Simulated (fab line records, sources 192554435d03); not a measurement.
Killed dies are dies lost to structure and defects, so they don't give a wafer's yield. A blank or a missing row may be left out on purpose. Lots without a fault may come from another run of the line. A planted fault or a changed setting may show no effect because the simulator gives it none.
Which tool did it? | flow n5_finfet | 9 lots, 26 wafers sampled, at 5 steps of a route of 1938

WHAT THE GAUGES READ, wafer by wafer
N5_BEOL_M4_RC_MEAS_101.
lot  | measured     | on        | IOFF_P_LONG (nA/um)
L427 | day 9 18:07  | prober-01 | 0.000118 0.000115
L428 | day 9 22:37  | prober-02 | 0.000103 0.000106 0.000104
L432 | day 11 00:58 | prober-01 | 0.00011 0.000105 0.000109
L441 | day 12 19:56 | prober-02 | 0.021515 0.02085 0.021302
L440 | day 12 21:11 | prober-01 | 0.017112 0.01664 0.016963
L442 | day 13 00:13 | prober-02 | 0.021583 0.021321 0.021537
L443 | day 13 15:59 | prober-02 | 0.000104 0.000101 9.9e-05
L444 | day 14 00:02 | prober-02 | 0.000119 0.00012 0.000115
L445 | day 14 01:47 | prober-01 | 9.7e-05 9.8e-05 0.000102

WHICH TOOL RAN EACH LOT (tool, then ch and the chambers of the sampled wafers, then the start)
lot  | N5_SDB_ETCH_18                    | N5_SDB_CUT_ETCH_26               | N5_HKMG_FIN_ALD_74               | N5_HKMG_FIN_ALD_75
L427 | rie_diel-02 ch 1,3, day 4 22:24   | rie_si-06 ch 0,1, day 4 23:00    | ald_hk-03 ch 2, day 5 03:17      | ald_hk-03 ch 2, day 5 03:22
L428 | rie_diel-03 ch 1,2,3, day 5 09:59 | rie_si-02 ch 0,2, day 5 12:08    | ald_hk-03 ch 2,3, day 5 16:38    | ald_hk-03 ch 2,3, day 5 16:43
L432 | rie_diel-03 ch 0,1,3, day 6 01:34 | rie_si-02 ch 0,3, day 6 02:41    | ald_hk-02 ch 1,2,3, day 6 07:17  | ald_hk-02 ch 1,2,3, day 6 07:22
L441 | rie_diel-06 ch 0,1,2, day 8 05:29 | rie_si-04 ch 0,1,2, day 8 07:02  | ald_hk-03 ch 0,1,3, day 8 11:29  | ald_hk-03 ch 0,1,3, day 8 11:34
L440 | rie_diel-02 ch 0,1,3, day 8 07:05 | rie_si-06 ch 0,1,2, day 8 07:42  | ald_hk-02 ch 0,1,2, day 8 11:55  | ald_hk-02 ch 0,1,2, day 8 12:00
L442 | rie_diel-06 ch 1,2,3, day 8 13:25 | rie_si-06 ch 0,1, day 8 13:58    | ald_hk-03 ch 0,2,3, day 8 18:11  | ald_hk-03 ch 0,2,3, day 8 18:16
L443 | rie_diel-02 ch 1,2, day 8 23:03   | rie_si-06 ch 0,2, day 8 23:35    | ald_hk-01 ch 1,2, day 9 04:07    | ald_hk-01 ch 1,2, day 9 04:11
L444 | rie_diel-02 ch 0,1,3, day 9 08:32 | rie_si-02 ch 0,1,3, day 9 09:04  | ald_hk-03 ch 0,1,2, day 9 14:10  | ald_hk-03 ch 0,1,2, day 9 14:14
L445 | rie_diel-06 ch 0,2,3, day 9 23:44 | rie_si-04 ch 0,1,3, day 10 00:34 | ald_hk-03 ch 0,2,3, day 10 04:49 | ald_hk-03 ch 0,2,3, day 10 04:54
- N5_SDB_ETCH_18: etches SOC in N2/H2, target depth 100 nm, overetch 20 nm, time 150 s.
- N5_SDB_CUT_ETCH_26: etches Si in HBr/Cl2/O2, target depth 129.6 nm, bt time 20 s, time 51.8 s.
- N5_HKMG_FIN_ALD_74: deposits La2O3, target thk 0.5 nm, pulse time 6 s, co reactant pulse time 1 s.
- N5_HKMG_FIN_ALD_75: deposits Al2O3, target thk 1 nm, co reactant pulse time 1 s.

THE ANSWER, worked out from the rows above alone
Rule: what is usual is taken from the lots themselves. Put in order of their means at a reading, lots are off if they are a third of the lots or fewer, leave a main group of 4 or more, and stand apart from it by a gap of 3 or more times the standard deviation of the main group's means; of several such gaps the widest counts. A main group whose means are all the same, to the digits that the tables above print for the reading, isn't used. A lot without any number at a reading at which 4 lots or more have one is off too. The other lots that the step has rows for count as sound.
Off: L441, L440, L442, at N5_BEOL_M4_RC_MEAS_101 (IOFF_P_LONG). The main group: mean 0.000108 nA/um, standard deviation 7.2e-06.
A tool fits if, at a process step before that reading, it ran every lot that is off, and no sound lot after the first of them. The gauges at N5_BEOL_M4_RC_MEAS_101 are tried like those tools. None of those tried fits.

WHAT THE SIMULATOR HAD PUT IN
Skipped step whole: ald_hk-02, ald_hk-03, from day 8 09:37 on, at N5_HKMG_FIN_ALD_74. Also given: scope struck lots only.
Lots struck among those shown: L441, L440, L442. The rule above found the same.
